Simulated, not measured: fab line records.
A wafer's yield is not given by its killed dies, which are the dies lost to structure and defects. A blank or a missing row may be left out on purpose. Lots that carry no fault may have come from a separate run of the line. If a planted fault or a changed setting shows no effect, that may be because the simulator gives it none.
fab line records    flow n5Finfet
record: lots: 24  wafers: 72  lastDay: 18
route steps=1938 shown BEOL_M0_SAQP@678 BEOL_M0@716 BEOL_M1@753
lots with no fault: from the same line, run without faults
startH: start of the lot's first displayed wafer, in hours after the record's first day    waitH: hours elapsed since this lot's preceding step    " unchanged from the row above    L1.1+2: a row that stands for several wafers    - no value present, or no start provided    * or withheld: withheld    < > ~ a bound
route shown NAME@n: names a module that has steps shown in the file, with the first one's number in the route    usual: mean and standard deviation over wafers with no fault    same: alike in all rows    chamber/n: place in a boat    sites: each site's reading    _std_site: standard deviation across them    _edge_site: the outer-site mean with the inner-site mean subtracted    radiusMm: for every site, how far away it sits from the centre of the wafer    mask NAME#n: copy n    behind: tool/chamber where the wafer was last shaped    hold: cause of the lot's hold/its duration in hours/its outcome    device: names the non-switching transistor (n, p or np)    end of line: tests run on the same wafers once the route is complete    a step given without rows: its recipe and nothing more    killed: dies that structure and defects cost at the first sort, which is not the same as the wafer's yield    map: per-die view of a wafer (x killed, . not killed, _ where there is no die)
set.NAME: the setting as run; set.NAME@STEP: as run at that earlier step    model.NAME: the simulator's own value behind a step, which no gauge read
steps of the route over a sample of lots; a table a step, a row a wafer
services: when a tool's chamber went out of use (startH, in hours from the record's first day, below 0 if earlier), for how many hours, and the reason
== steps ==
step: N5_BEOL_M0_SAQP_MANDREL2_REMOVE_110
recipe: chemistry: HBr/Cl2/O2  btTimeS: 10  target: a-Si  stopOn: SiCN  endpoint: OES-SiCl  overEtchFrac: 1  icpW: 600  biasW: 30  HBr_flow_sccm: 150  Cl2_flow_sccm: 80  O2_flow_sccm: 5  pressureMtorr: 10
usual: drypumpMotorCurrentA: 5.6/0.44  oesProductAu: 0.999/0.013  throttleValvePct: 36.5/0.39
same: overEtchFrac: 1
lot.wafer  tool      chamber  startH  waitH  drypumpMotorCurrentA  oesProductAu  rfHoursCounterH  throttleValvePct
L074.1     rieSi-03  2        110.94  0.1    5.8                   1.001         72               36.0
L074.3     "         0        "       "      5.6                   0.992         84               36.9
L074.6     "         2        "       "      5.8                   0.999         -                36.0
L075.1     rieSi-02  2        119.57  0.1    5.0                   0.980         162              36.2
L075.3     "         0        "       "      5.7                   0.988         83               36.5
L075.4     "         3        "       "      5.5                   1.016         175              36.8
L077.1     rieSi-05  1        127.66  0.1    5.7                   0.998         107              36.3
L077.3     "         2        "       "      6.3                   0.978         64               35.9
L077.6     "         2        "       "      6.3                   0.991         -                35.9
L076.1     rieSi-02  1        133.44  0.1    5.4                   0.997         130              37.3
L076.3     "         0        "       "      5.7                   0.988         83               36.5
L076.6     "         2        "       "      5.0                   0.989         -                36.2
L078.2     rieSi-02  2        136.31  0.1    4.9                   0.984         163              36.2
L078.4     "         1        "       "      5.4                   1.003         130              37.2
L078.5     "         0        "       "      5.7                   0.990         -                36.5
L079.1     rieSi-02  0        140.64  0.1    5.7                   0.989         83               36.5
L079.3     "         3        "       "      5.5                   1.009         176              36.8
L079.4     "         2        "       "      5.0                   0.982         163              36.2
L080.2     rieSi-05  0        151.34  0.1    5.1                   1.010         50               36.4
L080.4     "         1        "       "      5.8                   1.014         108              36.3
L080.5     "         1        "       "      5.7                   1.015         -                36.3
L081.1     rieSi-03  1        152.23  0.1    6.6                   1.000         117              36.9
L081.4     "         2        "       "      5.8                   1.017         73               36.0
L081.5     "         3        "       "      6.1                   1.022         -                36.7
L082.1     rieSi-05  3        165.07  0.1    5.2                   1.002         95               36.6
L082.3     "         1        "       "      5.7                   1.000         108              36.3
L082.5     "         0        "       "      5.1                   1.019         -                36.4
L083.1     rieSi-05  0        168.04  0.1    5.1                   1.024         51               36.4
L083.5     "         2        "       "      6.3                   0.992         -                35.9
L083.6     "         3        "       "      5.2                   1.007         -                36.6
L084.2     rieSi-02  1        172.30  0.1    5.4                   1.008         131              37.3
L084.3     "         0        "       "      5.6                   0.985         84               36.4
L084.5     "         0        "       "      5.6                   0.984         -                36.5
L085.3     rieSi-02  2        176.13  0.1    5.0                   0.979         164              36.2
L085.5     "         1        "       "      5.4                   0.998         -                37.3
L085.6     "         2        "       "      5.0                   0.980         -                36.2
L087.2     rieSi-05  3        191.54  0.1    5.2                   1.003         95               36.6
L087.3     "         0        "       "      5.1                   1.006         51               36.4
L087.5     "         3        "       "      5.2                   0.996         -                36.6
L086.1     rieSi-02  1        194.85  0.1    5.4                   1.007         131              37.3
L086.3     "         0        "       "      5.7                   0.980         84               36.5
L086.4     "         3        "       "      5.5                   0.996         177              36.8
L089.1     rieSi-05  0        204.09  0.1    5.1                   1.011         51               36.4
L089.5     "         0        "       "      5.1                   1.014         -                36.4
L089.6     "         1        "       "      5.7                   0.989         -                36.3
L088.1     rieSi-03  3        211.43  0.1    6.1                   1.015         2                36.7
L088.4     "         1        "       "      6.6                   1.006         118              36.9
L088.5     "         1        "       "      6.6                   1.006         -                36.9
L091.3     rieSi-05  3        211.73  0.1    5.2                   0.995         95               36.6
L091.4     "         1        "       "      5.7                   0.998         109              36.3
L091.6     "         3        "       "      5.2                   1.001         -                36.6
L090.1     rieSi-02  1        215.94  0.1    5.4                   1.012         132              37.3
L090.3     "         3        "       "      5.5                   1.002         177              36.8
L090.5     "         0        "       "      5.7                   0.988         -                36.5
L092.3     rieSi-02  2        226.48  0.1    5.0                   0.990         165              36.2
L092.4     "         1        "       "      5.4                   1.005         132              37.2
L092.6     "         2        "       "      4.9                   0.978         -                36.2
L093.3     rieSi-02  2        233.67  0.1    4.9                   0.979         165              36.2
L093.4     "         0        "       "      5.7                   0.981         85               36.4
L093.6     "         3        "       "      5.5                   1.004         -                36.8
L094.1     rieSi-05  1        236.45  0.1    5.7                   1.002         109              36.3
L094.5     "         2        "       "      6.3                   0.984         -                35.9
L094.6     "         3        "       "      5.2                   1.000         -                36.6
L095.2     rieSi-03  1        241.89  0.1    6.5                   1.009         118              36.9
L095.4     "         3        "       "      6.1                   1.019         2                36.7
L095.6     "         3        "       "      6.1                   1.023         -                36.7
L096.1     rieSi-03  2        250.13  0.1    5.8                   1.012         74               36.0
L096.5     "         0        "       "      5.6                   0.977         -                36.9
L096.6     "         1        "       "      6.5                   1.006         -                36.9
L097.1     rieSi-05  0        257.28  0.1    5.1                   1.014         52               36.4
L097.2     "         2        "       "      6.3                   0.981         66               35.9
L097.3     "         1        "       "      5.8                   1.000         110              36.3
step: N5_BEOL_M0_SAQP_CD_MEAS_40
recipe: targetCdNm: 30  landingEnergyEv: 500  detector: seInlens
usual: cdNm: 30.15/0.2
lot.wafer  tool      chamber  startH  waitH  cdNm
L074.1     cdSem-03  0        111.35  -      29.92
L074.3     "         0        "       "      29.93
L074.6     "         0        "       "      30.42
L075.1     cdSem-01  0        120.11  -      29.96
L075.3     "         0        "       "      30.01
L075.4     "         0        "       "      30.03
L077.1     cdSem-02  0        128.07  -      30.20
L077.3     "         0        "       "      30.16
L077.6     "         0        "       "      30.13
L076.1     cdSem-02  0        133.86  -      30.57
L076.3     "         0        "       "      30.19
L076.6     "         0        "       "      30.19
L078.2     cdSem-01  0        136.73  -      30.17
L078.4     "         0        "       "      30.22
L078.5     "         0        "       "      29.81
L079.1     cdSem-02  0        141.06  -      29.79
L079.3     "         0        "       "      30.19
L079.4     "         0        "       "      30.03
L080.2     cdSem-02  0        151.76  -      30.31
L080.4     "         0        "       "      30.19
L080.5     "         0        "       "      30.16
L081.1     cdSem-01  0        152.65  -      30.02
L081.4     "         0        "       "      30.13
L081.5     "         0        "       "      29.95
L082.1     cdSem-01  0        165.49  -      30.25
L082.3     "         0        "       "      30.20
L082.5     "         0        "       "      30.64
L083.1     cdSem-01  0        168.46  -      30.13
L083.5     "         0        "       "      29.89
L083.6     "         0        "       "      30.74
L084.2     cdSem-03  0        172.72  -      30.26
L084.3     "         0        "       "      30.19
L084.5     "         0        "       "      30.31
L085.3     cdSem-02  0        176.55  -      29.65
L085.5     "         0        "       "      29.95
L085.6     "         0        "       "      29.98
L087.2     cdSem-03  0        191.96  -      29.84
L087.3     "         0        "       "      30.08
L087.5     "         0        "       "      29.93
L086.1     cdSem-02  0        195.40  -      30.29
L086.3     "         0        "       "      30.15
L086.4     "         0        "       "      30.43
L089.1     cdSem-02  0        204.51  -      30.60
L089.5     "         0        "       "      30.72
L089.6     "         0        "       "      30.21
L088.1     cdSem-03  0        211.97  -      30.24
L088.4     "         0        "       "      30.22
L088.5     "         0        "       "      29.99
L091.3     cdSem-01  0        212.28  -      29.99
L091.4     "         0        "       "      30.05
L091.6     "         0        "       "      30.11
L090.1     cdSem-02  0        216.40  -      30.20
L090.3     "         0        "       "      30.08
L090.5     "         0        "       "      29.85
L092.3     cdSem-03  0        227.02  -      29.73
L092.4     "         0        "       "      30.42
L092.6     "         0        "       "      30.04
L093.3     cdSem-02  0        234.09  -      30.14
L093.4     "         0        "       "      30.39
L093.6     "         0        "       "      30.12
L094.1     cdSem-02  0        236.90  -      30.28
L094.5     "         0        "       "      30.23
L094.6     "         0        "       "      30.33
L095.2     cdSem-02  0        242.33  -      30.33
L095.4     "         0        "       "      30.19
L095.6     "         0        "       "      30.14
L096.1     cdSem-01  0        250.54  -      30.07
L096.5     "         0        "       "      30.03
L096.6     "         0        "       "      30.18
L097.1     cdSem-02  0        257.71  -      30.08
L097.2     "         0        "       "      29.92
L097.3     "         0        "       "      30.32
step: N5_BEOL_M0_HM_OPEN_105
recipe: chemistry: Cl2/BCl3  targetDepthA: 120  target: TiN  ionEnergyEv: 150  pressureMtorr: 10  icpW: 1000  biasW: 126  Cl2_flow_sccm: 53.25  bcl3FlowSccm: 21.75  Ar_flow_sccm: 25
usual: drypumpMotorCurrentA: 5.8/0.4  oesProductAu: 0.76/0.081  throttleValvePct: 22.04/0.28
lot.wafer  tool         chamber  startH  waitH  drypumpMotorCurrentA  oesProductAu  rfHoursCounterH  throttleValvePct
L074.1     rieMetal-02  0        113.59  0.5    5.6                   0.77          35               22.18
L074.3     "            1        "       "      5.3                   0.69          -                21.93
L074.6     "            1        "       "      5.3                   0.70          -                21.90
L075.1     rieMetal-03  0        121.91  0.1    6.6                   0.87          20               21.93
L075.3     "            1        "       "      5.9                   0.79          -                21.87
L075.4     "            0        "       "      6.7                   0.87          -                21.94
L076.1     rieMetal-02  1        135.73  0.1    5.3                   0.69          74               21.92
L076.3     "            0        "       "      5.6                   0.78          -                22.15
L076.6     "            1        "       "      5.3                   0.69          -                21.91
L077.1     rieMetal-03  1        135.87  6.0    5.9                   0.80          34               21.89
L077.3     "            0        "       "      6.7                   0.87          -                21.95
L077.6     "            0        "       "      6.7                   0.88          -                21.93
L078.2     rieMetal-01  0        138.44  0.1    5.7                   0.89          13               21.65
L078.4     "            0        "       "      5.7                   0.90          -                21.63
L078.5     "            0        "       "      5.7                   0.89          -                21.66
L079.1     rieMetal-01  1        142.97  0.1    6.1                   0.66          88               22.55
L079.3     "            1        "       "      6.1                   0.67          -                22.54
L079.4     "            0        "       "      5.7                   0.88          -                21.64
L080.2     rieMetal-03  1        154.00  0.1    5.9                   0.79          35               21.89
L080.4     "            0        "       "      6.6                   0.86          -                21.95
L080.5     "            0        "       "      6.6                   0.86          -                21.95
L081.1     rieMetal-01  1        154.90  0.2    6.1                   0.66          89               22.55
L081.4     "            0        "       "      5.7                   0.88          -                21.63
L081.5     "            1        "       "      6.1                   0.66          -                22.55
L082.1     rieMetal-03  0        168.79  1.3    6.6                   0.86          22               21.97
L082.3     "            0        "       "      6.6                   0.85          -                21.95
L082.5     "            1        "       "      5.9                   0.78          -                21.91
L083.1     rieMetal-03  1        170.31  0.1    5.9                   0.79          36               21.90
L083.5     "            1        "       "      5.9                   0.80          -                21.88
L083.6     "            0        "       "      6.6                   0.86          -                21.94
L084.2     rieMetal-02  1        174.53  0.1    5.3                   0.68          78               21.91
L084.3     "            1        "       "      5.3                   0.68          -                21.95
L084.5     "            0        "       "      5.6                   0.77          -                22.17
L085.3     rieMetal-02  0        179.08  0.1    5.6                   0.76          -                22.16
L085.5     "            1        "       "      5.4                   0.68          -                21.94
L085.6     "            0        "       "      5.6                   0.76          -                22.19
L087.2     rieMetal-02  1        198.03  4.2    5.4                   0.69          79               21.91
L087.3     "            1        "       "      5.4                   0.69          -                21.92
L087.5     "            0        "       "      5.6                   0.76          -                22.18
L086.1     rieMetal-03  0        198.07  1.0    6.6                   0.85          24               21.97
L086.3     "            0        "       "      6.7                   0.85          -                21.94
L086.4     "            1        "       "      5.9                   0.79          -                21.89
L089.1     rieMetal-02  1        207.30  0.7    5.4                   0.68          80               21.92
L089.5     "            1        "       "      5.4                   0.68          -                21.92
L089.6     "            0        "       "      5.6                   0.76          -                22.17
L091.3     rieMetal-01  1        215.47  1.1    6.1                   0.65          -                22.56
L091.4     "            0        "       "      5.7                   0.85          -                21.69
L091.6     "            1        "       "      6.1                   0.65          -                22.57
L088.1     rieMetal-02  1        215.61  1.7    5.4                   0.68          81               21.94
L088.4     "            0        "       "      5.6                   0.77          -                22.19
L088.5     "            0        "       "      5.5                   0.76          -                22.17
L090.1     rieMetal-02  1        220.11  1.1    5.3                   0.68          81               21.94
L090.3     "            0        "       "      5.6                   0.76          -                22.18
L090.5     "            1        "       "      5.3                   0.68          -                21.94
L092.3     rieMetal-01  1        229.71  0.6    6.1                   0.65          -                22.54
L092.4     "            0        "       "      5.7                   0.85          -                21.67
L092.6     "            0        "       "      5.7                   0.86          -                21.67
L093.3     rieMetal-01  0        237.25  1.0    5.7                   0.86          -                21.67
L093.4     "            1        "       "      6.1                   0.64          -                22.57
L093.6     "            1        "       "      6.1                   0.65          -                22.56
L094.1     rieMetal-01  0        244.98  5.5    5.7                   0.85          23               21.68
L094.5     "            1        "       "      6.1                   0.64          -                22.57
L094.6     "            0        "       "      5.7                   0.84          -                21.66
L095.2     rieMetal-02  1        245.24  0.1    5.4                   0.69          82               21.93
L095.4     "            1        "       "      5.4                   0.68          -                21.95
L095.6     "            0        "       "      5.6                   0.77          -                22.16
L096.1     rieMetal-01  1        252.85  0.1    6.1                   0.64          99               22.56
L096.5     "            0        "       "      5.7                   0.85          -                21.67
L096.6     "            1        "       "      6.1                   0.64          -                22.56
L097.1     rieMetal-02  1        261.20  1.6    5.3                   0.68          84               21.93
L097.2     "            0        "       "      5.6                   0.76          46               22.18
L097.3     "            0        "       "      5.6                   0.76          -                22.17
step: N5_BEOL_M0_STRIP_104
recipe: chemistry: N2/H2  powerW: 450  tempC: 40  pressureMtorr: 20  rfFrequencyHz: 6e+07  overashFraction: 0.3  biasPowerW: 7  h2Frac: 0.5  n2FlowSccm: 200  h2FlowSccm: 200
usual: drypumpMotorCurrentA: 5.8/0.55  oesProductAu: 0.80/0.088  rfVppV: 59.5/1.6  showerheadPlenumPTorr: 2.59/0.08  tempC: 40.00/0.12  throttleValvePct: 23.6/0.35
lot.wafer  tool        chamber  startH  waitH  drypumpMotorCurrentA  oesProductAu  rfHoursCounterH  rfVppV  showerheadPlenumPTorr  tempC  throttleValvePct
L074.1     rieDiel-01  2        113.78  0.0    5.2                   0.88          31               60.3    2.72                   40.12  23.6
L074.3     "           1        "       "      5.8                   0.68          228              57.2    2.38                   39.92  23.0
L074.6     "           2        "       "      5.2                   0.88          -                61.5    2.72                   40.05  23.6
L075.1     rieDiel-03  3        122.10  0.0    5.9                   0.83          83               59.7    2.44                   39.93  23.3
L075.3     "           1        "       "      5.5                   0.73          165              58.4    2.63                   39.94  23.7
L075.4     "           2        "       "      5.0                   0.85          55               64.2    2.59                   39.82  24.2
L076.1     rieDiel-03  0        135.92  0.0    5.2                   0.92          18               64.3    2.59                   39.92  23.3
L076.3     "           3        "       "      6.0                   0.82          87               59.3    2.44                   39.92  23.2
L076.6     "           2        "       "      5.0                   0.84          -                63.5    2.59                   40.09  24.2
L077.1     rieDiel-03  0        136.06  0.0    5.2                   0.93          18               60.3    2.59                   39.98  23.3
L077.3     "           2        "       "      5.0                   0.85          59               57.9    2.59                   40.08  24.2
L077.6     "           3        "       "      5.9                   0.83          -                57.2    2.44                   40.04  23.3
L078.2     rieDiel-03  3        138.64  0.0    5.9                   0.82          89               60.7    2.44                   39.98  23.3
L078.4     "           0        "       "      5.2                   0.92          18               61.6    2.59                   39.88  23.3
L078.5     "           2        "       "      5.0                   0.83          -                58.9    2.59                   39.94  24.2
L079.1     rieDiel-03  1        143.16  0.0    5.4                   0.72          171              60.5    2.63                   40.04  23.7
L079.3     "           2        "       "      5.0                   0.84          62               58.5    2.59                   40.18  24.2
L079.4     "           1        "       "      5.5                   0.73          -                59.8    2.63                   39.99  23.7
L080.2     rieDiel-03  2        154.19  0.0    5.0                   0.85          64               62.3    2.59                   39.92  24.2
L080.4     "           1        "       "      5.5                   0.72          173              59.0    2.63                   39.99  23.7
L080.5     "           2        "       "      5.0                   0.84          -                59.2    2.59                   39.91  24.2
L081.1     rieDiel-06  1        155.36  0.0    6.6                   0.75          196              59.9    2.62                   39.93  23.4
L081.4     "           1        "       "      6.6                   0.72          -                58.4    2.62                   39.94  23.3
L081.5     "           0        "       "      5.8                   0.70          -                59.3    2.62                   39.90  23.7
L082.1     rieDiel-06  0        168.98  0.0    5.7                   0.71          216              60.0    2.62                   40.04  23.7
L082.3     "           1        "       "      6.6                   0.73          202              58.1    2.62                   39.84  23.4
L082.5     "           0        "       "      5.8                   0.70          -                57.4    2.62                   40.11  23.7
L083.1     rieDiel-01  1        170.50  0.0    5.7                   0.66          248              61.1    2.37                   40.02  23.0
L083.5     "           3        "       "      6.5                   0.68          -                60.7    2.60                   39.95  23.8
L083.6     "           0        "       "      6.4                   0.78          -                59.7    2.66                   39.99  23.2
L084.2     rieDiel-03  2        174.75  0.0    5.0                   0.82          70               58.9    2.59                   39.83  24.2
L084.3     "           3        "       "      6.0                   0.81          99               60.8    2.44                   39.97  23.3
L084.5     "           0        "       "      5.2                   0.91          -                60.2    2.59                   39.88  23.3
L085.3     rieDiel-06  2        179.27  0.0    6.3                   0.69          243              56.8    2.51                   39.86  24.0
L085.5     "           2        "       "      6.3                   0.69          -                60.4    2.51                   40.11  24.0
L085.6     "           1        "       "      6.6                   0.72          -                59.6    2.62                   40.14  23.4
L087.2     rieDiel-03  1        198.72  0.0    5.5                   0.70          187              60.7    2.62                   39.97  23.7
L087.3     "           2        "       "      5.0                   0.80          78               59.9    2.58                   39.91  24.2
L087.5     "           0        "       "      5.2                   0.89          -                60.1    2.58                   39.95  23.3
L086.1     rieDiel-06  0        198.77  0.0    5.7                   0.70          225              56.9    2.61                   39.87  23.7
L086.3     "           3        "       "      5.4                   0.95          9                59.8    2.70                   40.04  23.4
L086.4     "           1        "       "      6.6                   0.70          211              57.8    2.61                   39.81  23.4
L089.1     rieDiel-03  3        207.50  0.0    5.9                   0.80          109              60.8    2.43                   39.94  23.3
L089.5     "           2        "       "      5.0                   0.81          -                59.2    2.58                   39.91  24.2
L089.6     "           1        "       "      5.5                   0.70          -                59.1    2.62                   39.91  23.8
L091.3     rieDiel-01  0        215.61  0.0    6.3                   0.76          128              57.7    2.65                   40.15  23.2
L091.4     "           0        "       "      6.3                   0.78          -                61.5    2.65                   40.38  23.2
L091.6     "           3        "       "      6.6                   0.96          -                59.8    2.60                   40.10  23.3
L088.1     rieDiel-06  3        215.80  0.0    5.4                   0.90          16               59.8    2.69                   39.90  23.4
L088.4     "           1        "       "      6.6                   0.69          -                58.4    2.61                   39.94  23.4
L088.5     "           0        "       "      5.7                   0.69          -                60.1    2.61                   39.91  23.7
L090.1     rieDiel-06  1        220.49  0.0    6.6                   0.71          221              61.3    2.61                   39.94  23.4
L090.3     "           2        "       "      6.3                   1.03          1                61.8    2.51                   39.96  23.5
L090.5     "           1        "       "      6.6                   0.70          -                58.6    2.61                   39.84  23.4
L092.3     rieDiel-01  2        229.85  0.0    5.2                   0.83          76               57.7    2.70                   40.15  23.7
L092.4     "           3        "       "      6.6                   0.92          -                61.5    2.60                   40.25  23.3
L092.6     "           2        "       "      5.3                   0.82          -                57.2    2.70                   40.10  23.7
L093.3     rieDiel-03  1        237.82  0.0    5.4                   0.70          203              58.1    2.62                   40.05  23.8
L093.4     "           3        "       "      5.9                   0.79          122              56.1    2.43                   39.96  23.3
L093.6     "           3        "       "      6.0                   0.78          -                57.5    2.43                   39.93  23.3
L094.1     rieDiel-01  0        245.21  0.0    6.3                   0.76          142              57.7    2.64                   39.95  23.2
L094.5     "           2        "       "      5.2                   0.82          -                58.7    2.70                   40.04  23.7
L094.6     "           1        "       "      5.8                   0.99          -                59.7    2.69                   40.26  22.8
L095.2     rieDiel-03  2        245.64  0.0    5.0                   0.80          97               59.7    2.58                   40.09  24.2
L095.4     "           3        "       "      6.0                   0.79          125              62.4    2.43                   40.23  23.3
L095.6     "           1        "       "      5.5                   0.70          -                60.2    2.62                   40.04  23.8
L096.1     rieDiel-01  0        253.05  0.0    6.3                   0.75          145              61.1    2.64                   39.92  23.2
L096.5     "           0        "       "      6.4                   0.74          -                58.5    2.64                   39.80  23.2
L096.6     "           3        "       "      6.6                   0.92          -                60.0    2.60                   39.94  23.4
L097.1     rieDiel-01  0        261.39  0.0    6.3                   0.74          149              58.4    2.64                   40.01  23.3
L097.2     "           2        "       "      5.3                   0.81          91               60.3    2.69                   40.15  23.7
L097.3     "           3        "       "      6.6                   0.90          22               60.2    2.59                   40.04  23.4
step: N5_BEOL_M0_OCD_MEAS_108
usual: trenchDepthNm: 33.1/0.65
lot.wafer  tool    chamber  startH  waitH  trenchDepthNm
L074.1     ocd-01  -        114.05  0.1    32.5
L074.3     "       -        "       "      32.9
L074.6     "       -        "       "      34.1
L075.1     ocd-02  -        122.37  0.1    33.7
L075.3     "       -        "       "      32.6
L075.4     "       -        "       "      33.4
L076.1     ocd-01  -        136.25  0.1    34.2
L076.3     "       -        "       "      34.1
L076.6     "       -        "       "      34.0
L077.1     ocd-02  -        136.33  0.1    33.3
L077.3     "       -        "       "      33.9
L077.6     "       -        "       "      33.9
L078.2     ocd-01  -        139.10  0.1    34.1
L078.4     "       -        "       "      32.7
L078.5     "       -        "       "      33.0
L079.1     ocd-01  -        143.43  0.1    33.4
L079.3     "       -        "       "      33.0
L079.4     "       -        "       "      32.7
L080.2     ocd-02  -        154.74  0.1    34.0
L080.4     "       -        "       "      33.3
L080.5     "       -        "       "      34.0
L081.1     ocd-01  -        155.97  0.1    33.6
L081.4     "       -        "       "      33.7
L081.5     "       -        "       "      33.1
L082.1     ocd-01  -        169.31  0.1    31.6
L082.3     "       -        "       "      33.0
L082.5     "       -        "       "      33.1
L083.1     ocd-02  -        170.83  0.1    33.3
L083.5     "       -        "       "      33.4
L083.6     "       -        "       "      33.7
L084.2     ocd-01  -        175.02  0.1    31.6
L084.3     "       -        "       "      32.8
L084.5     "       -        "       "      32.4
L085.3     ocd-02  -        179.54  0.1    33.1
L085.5     "       -        "       "      32.5
L085.6     "       -        "       "      33.3
L087.2     ocd-01  -        199.23  0.1    32.8
L087.3     "       -        "       "      32.5
L087.5     "       -        "       "      32.4
L086.1     ocd-02  -        199.31  0.1    32.8
L086.3     "       -        "       "      32.9
L086.4     "       -        "       "      32.4
L089.1     ocd-02  -        207.77  0.1    32.2
L089.5     "       -        "       "      33.3
L089.6     "       -        "       "      32.5
L091.3     ocd-01  -        215.88  0.1    33.9
L091.4     "       -        "       "      32.2
L091.6     "       -        "       "      34.0
L088.1     ocd-01  -        216.07  0.1    33.1
L088.4     "       -        "       "      32.4
L088.5     "       -        "       "      31.7
L090.1     ocd-01  -        220.90  0.1    34.1
L090.3     "       -        "       "      32.1
L090.5     "       -        "       "      34.3
L092.3     ocd-01  -        230.13  0.1    32.7
L092.4     "       -        "       "      33.1
L092.6     "       -        "       "      33.7
L093.3     ocd-02  -        239.11  0.1    32.6
L093.4     "       -        "       "      33.2
L093.6     "       -        "       "      33.0
L094.1     ocd-01  -        246.83  0.1    33.6
L094.5     "       -        "       "      34.1
L094.6     "       -        "       "      33.6
L095.2     ocd-02  -        246.95  0.1    33.8
L095.4     "       -        "       "      33.2
L095.6     "       -        "       "      33.0
L096.1     ocd-01  -        253.58  0.1    33.2
L096.5     "       -        "       "      32.8
L096.6     "       -        "       "      33.9
L097.1     ocd-01  -        261.66  0.1    31.5
L097.2     "       -        "       "      33.4
L097.3     "       -        "       "      33.3
step: N5_BEOL_M1_PECVD_72
recipe: material: SiO2  targetThkA: 160  tempC: 400  precursor: TEOS/O2  pressureTorr: 5.5  rfW: 450  teosFlowSccm: 53.8  gas: O2  flowSccm: 3000  timeS: 18
usual: heaterPowerW: 704/63  showerheadPlenumPTorr: 8.77/0.054  showerheadVppV: 1287/41  throttleValvePct: 22.4/1.6
lot.wafer  tool      chamber  startH  waitH  heaterPowerW  showerheadPlenumPTorr  showerheadVppV  throttleValvePct
L074.1     pecvd-01  0        120.53  0.0    606           8.68                   1213            21.4
L074.3     "         2        "       "      597           8.88                   1308            22.4
L074.6     "         0        "       "      619           8.70                   1231            21.5
L075.1     pecvd-02  2        128.15  0.0    706           8.79                   1333            21.3
L075.3     "         1        "       "      688           8.78                   1227            21.0
L075.4     "         0        "       "      705           8.80                   1333            23.1
L076.1     pecvd-04  1        142.47  0.0    782           8.75                   1292            21.8
L076.3     "         0        "       "      816           8.76                   1324            23.8
L076.6     "         1        "       "      788           8.76                   1281            21.9
L077.1     pecvd-01  2        142.75  0.0    628           8.87                   1306            22.3
L077.3     "         1        "       "      830           8.70                   1271            26.3
L077.6     "         1        "       "      793           8.71                   1273            26.2
L078.2     pecvd-02  2        145.02  0.0    651           8.80                   1343            21.3
L078.4     "         2        "       "      672           8.79                   1318            21.1
L078.5     "         0        "       "      633           8.77                   1345            23.1
L079.1     pecvd-04  2        150.80  0.0    705           8.76                   1322            20.5
L079.3     "         1        "       "      771           8.75                   1286            21.5
L079.4     "         1        "       "      775           8.74                   1265            21.8
L080.2     pecvd-01  0        164.26  0.0    660           8.71                   1242            21.6
L080.4     "         2        "       "      720           8.87                   1290            22.2
L080.5     "         1        "       "      751           8.70                   1287            26.4
L081.1     pecvd-04  2        164.80  0.0    655           8.74                   1306            20.4
L081.4     "         0        "       "      804           8.76                   1301            23.6
L081.5     "         2        "       "      640           8.76                   1322            20.2
L082.1     pecvd-01  2        178.69  0.0    602           8.90                   1308            22.5
L082.3     "         0        "       "      621           8.70                   1236            21.7
L082.5     "         0        "       "      615           8.70                   1209            21.7
L083.1     pecvd-04  2        179.60  0.0    705           8.75                   1321            20.8
L083.5     "         0        "       "      765           8.76                   1339            23.6
L083.6     "         2        "       "      712           8.76                   1304            20.4
L084.2     pecvd-02  2        182.15  0.0    700           8.79                   1282            21.4
L084.3     "         1        "       "      719           8.79                   1219            21.4
L084.5     "         1        "       "      715           8.78                   1245            21.0
L085.3     pecvd-04  1        185.47  0.0    736           8.75                   1291            22.1
L085.5     "         1        "       "      745           8.72                   1307            22.3
L085.6     "         2        "       "      703           8.73                   1309            20.5
L087.2     pecvd-02  0        203.19  0.0    666           8.79                   1343            22.8
L087.3     "         2        "       "      626           8.81                   1302            21.4
L087.5     "         1        "       "      660           8.77                   1220            20.9
L086.1     pecvd-04  0        203.46  0.0    873           8.75                   1326            23.5
L086.3     "         1        "       "      723           8.76                   1289            22.0
L086.4     "         2        "       "      597           8.74                   1329            20.9
L089.1     pecvd-02  1        212.89  0.0    683           8.77                   1228            21.0
L089.5     "         0        "       "      609           8.81                   1319            23.2
L089.6     "         1        "       "      677           8.78                   1242            20.9
L091.3     pecvd-02  2        219.10  0.0    712           8.81                   1321            21.7
L091.4     "         1        "       "      743           8.77                   1230            21.2
L091.6     "         2        "       "      686           8.77                   1322            21.6
L088.1     pecvd-02  0        219.24  0.0    743           8.78                   1359            23.1
L088.4     "         1        "       "      756           8.78                   1236            20.8
L088.5     "         0        "       "      747           8.79                   1324            23.1
L090.1     pecvd-01  1        223.77  0.0    800           8.71                   1218            26.3
L090.3     "         2        "       "      668           8.91                   1300            22.4
L090.5     "         0        "       "      700           8.69                   1202            22.0
L092.3     pecvd-01  0        233.43  0.0    676           8.69                   1220            21.7
L092.4     "         1        "       "      748           8.70                   1272            26.3
L092.6     "         2        "       "      648           8.87                   1310            22.7
L093.3     pecvd-01  2        243.17  0.0    721           8.88                   1275            22.9
L093.4     "         1        "       "      749           8.71                   1261            26.0
L093.6     "         2        "       "      740           8.89                   1276            22.4
L094.1     pecvd-01  1        250.95  0.0    707           8.72                   1261            26.4
L094.5     "         1        "       "      705           8.72                   1252            26.3
L094.6     "         2        "       "      711           8.88                   1315            22.5
L095.2     pecvd-02  1        251.18  0.0    758           8.77                   1222            21.0
L095.4     "         1        "       "      761           8.77                   1235            20.8
L095.6     "         0        "       "      698           8.79                   1337            23.1
L096.1     pecvd-02  2        257.41  0.1    675           8.80                   1314            21.5
L096.5     "         0        "       "      704           8.79                   1325            23.2
L096.6     "         2        "       "      680           8.77                   1310            21.5
L097.1     pecvd-04  2        265.04  0.0    706           8.74                   1303            20.5
L097.2     "         1        "       "      805           8.76                   1284            21.7
L097.3     "         0        "       "      774           8.77                   1312            23.5
== services ==
tool         chamber  startH  hours  kind
rieDiel-06   0        95.43   9.2    repair
rieDiel-01   0        107.19  29.5   repair
rieSi-03     -        126.61  14.6   pm
rieSi-03     2        153.27  10.2   repair
rieMetal-02  -        153.70  1.6    repair
pecvd-02     0        156.95  2.1    scheduledDown
pecvd-01     2        168.25  2.1    scheduledDown
rieDiel-06   2        169.03  5.1    repair
rieDiel-01   3        172.08  16.0   repair
rieDiel-01   1        175.77  9.0    repair
rieDiel-06   -        183.10  0.2    repair
rieDiel-03   3        184.82  4.3    repair
rieMetal-02  0        185.95  2.6    repair
pecvd-02     1        209.88  2.1    scheduledDown
rieSi-02     2        212.16  4.6    repair
pecvd-04     0        214.44  25.6   repair
pecvd-02     2        223.44  4.2    repair
rieMetal-02  1        228.40  16.7   repair
rieDiel-06   -        233.19  15.6   pm
pecvd-04     2        242.61  6.9    repair
rieDiel-06   3        251.02  9.4    repair
pecvd-01     -        255.82  1.6    repair
rieDiel-03   3        259.60  4.2    repair
rieDiel-06   0        263.94  4.2    repair
== key ==
fault none
